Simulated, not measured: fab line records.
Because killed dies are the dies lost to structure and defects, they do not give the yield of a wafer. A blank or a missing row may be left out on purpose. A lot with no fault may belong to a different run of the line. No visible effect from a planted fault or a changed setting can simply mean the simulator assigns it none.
Problem report in the 8D (eight disciplines) form, filled by code || flow nand-harc || the parts of the form that need people (team, actions taken, sign-off) are left out

1. THE ISSUE
Wafers with no fault read 91 with a standard deviation of 43, whereas raw-defect-count at NHARC_A_M1_INSPECT_11 reads a mean of 494 on 1 wafer of 1 lot. That puts it +9.4 standard deviations away from the usual mean.
First observed at day 24 15:37: wafer L981.3, on defect-inspect-01. At this step, 33 wafers from 11 lots have a number in the record. Rule for "out", or "out of limits": more than 4 standard deviations from the usual mean. Any other wafer with a number is counted as sound.

2. WHAT IT IS AND WHAT IT IS NOT
{"question": "which readings at this step", "is": "raw-defect-count", "is not": "-"}
{"question": "which lots", "is": "L981", "is not": "L977, L978, L980, L982, L990, L991, L994, L996, L997, L999"}
{"question": "which wafers of those lots", "is": "L981.3", "is not": "L981.2, L981.4"}
{"question": "read on which gauges", "is": "defect-inspect-01", "is not": "defect-inspect-02"}
{"question": "when", "is": "from day 24 15:37", "is not": "up to then (14 sound wafers); but 18 sound wafers of L990, L991, L994, L996, L997, L999 came after"}

3. THE SUSPECTS, EACH WITH WHAT RULES IT OUT
Counting: any tool at a process step up to the reading remains a suspect provided it ran every lot that is out. Sound lots after the first of them don't rule it out here, since some wafers of a struck lot are sound.
- the gauge at NHARC_A_M1_INSPECT_11: ruled out. All the wafers that are out were read on defect-inspect-01, but those of them that NHARC_END_SORT_01 has rows for are out there too, on other tools.
- pvd-sputter-01 at NHARC_A_M0_PRE_CLEAN_29 (time 30 s): kept. It ran the lot that is out, L981 (day 24 13:45); its last sound lot up to then is L982 (day 24 12:02). NHARC_A_M0_PRE_CLEAN_29 gives no start for some lots, so the hours and the order of its lots are those of NHARC_A_M0_CMP_23.
- pvd-sputter-01 at NHARC_A_M0_PVD_20 (deposits TaN, target thk 5 nm, time 8.06 s): kept. It ran the lot that is out, L981 (day 24 13:45); its last sound lot up to then is L982 (day 24 12:02). NHARC_A_M0_PVD_20 gives no start for some lots, so the hours and the order of its lots are those of NHARC_A_M0_CMP_23.
- cmp-01 at NHARC_A_M0_CMP_23 (polishes, t overpolish 20 s, target thk 113.75 nm): kept. It ran the lot that is out, L981 (day 24 13:45); its last sound lot up to then is L982 (day 24 12:02).
- Within cmp-01 at NHARC_A_M0_CMP_23: the wafers that are out ran in chamber 1; their sound lot-mates ran in chambers 0, 2.
Still standing after the count: pvd-sputter-01 at NHARC_A_M0_PRE_CLEAN_29, pvd-sputter-01 at NHARC_A_M0_PVD_20, cmp-01 at NHARC_A_M0_CMP_23.

4. THE CAUSE (what the simulator had put in)
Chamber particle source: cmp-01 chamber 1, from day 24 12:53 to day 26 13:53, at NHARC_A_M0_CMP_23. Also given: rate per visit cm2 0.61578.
After counting, 3 suspects remain, this tool included.

5. THE EFFECT CHAIN, in route order
Each row: a reading where the mean over the struck wafers with a number is more than 3 standard deviations away from the usual. Readings are gone through only where the record gives a usual standard deviation; hours: the median, over the lots, of the time from a lot's start at the first step in this table giving one to that lot's start at this step; sigmas: the change measured in usual standard deviations.
{"hours": 0, "step": "NHARC_A_M1_INSPECT_11", "reading": "raw-defect-count", "usual": 91, "on struck wafers": 494, "change": "+403", "sigmas": "+9.4"}
{"hours": 36, "step": "NHARC_END_SORT_01", "reading": "defect-limited-yield", "usual": "91 %", "on struck wafers": 52, "change": -39, "sigmas": -13}
{"hours": 36, "step": "NHARC_END_SORT_01", "reading": "killed-at-array", "usual": 53, "on struck wafers": 322, "change": "+269", "sigmas": "+13"}
{"hours": 36, "step": "NHARC_END_SORT_01", "reading": "killed-dies", "usual": 58, "on struck wafers": 325, "change": "+267", "sigmas": "+13"}
{"hours": 36, "step": "NHARC_END_SORT_01", "reading": "sort_bin_2_pct", "usual": "3.0 %", "on struck wafers": 17.6, "change": "+14.6", "sigmas": "+11"}
{"hours": 36, "step": "NHARC_END_SORT_01", "reading": "sort_bin_3_pct", "usual": "0.6 %", "on struck wafers": 2.5, "change": "+1.9", "sigmas": "+4.9"}
{"hours": 36, "step": "NHARC_END_SORT_01", "reading": "sort_bin_4_pct", "usual": "4.9 %", "on struck wafers": 27.9, "change": "+23.0", "sigmas": "+13"}
{"hours": 36, "step": "NHARC_END_SORT_01", "reading": "sort-n-pass", "usual": 619, "on struck wafers": 352, "change": -267, "sigmas": -13}
{"hours": 36, "step": "NHARC_END_SORT_01", "reading": "sort-rim-yield-pct", "usual": "88 %", "on struck wafers": 53, "change": -35, "sigmas": -6.6}
{"hours": 36, "step": "NHARC_END_SORT_01", "reading": "sort-yield-pct", "usual": "91 %", "on struck wafers": 52, "change": -39, "sigmas": -13}

6. WHAT WOULD HAVE CAUGHT IT SOONER
The first out-of-limits reading at a measuring or inspecting step in this record came at day 24 15:37, 3 hours after the fault's start at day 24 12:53.
An alarm limit of 4 standard deviations would not have fired on the tool readings at NHARC_A_M0_CMP_23 for which the record gives a usual standard deviation, since none of them was out on any struck wafer.
All the lots that are out (1) had begun NHARC_A_M0_CMP_23 on cmp-01 by day 24 15:37. A hold on the tool at that time would have spared none of them.
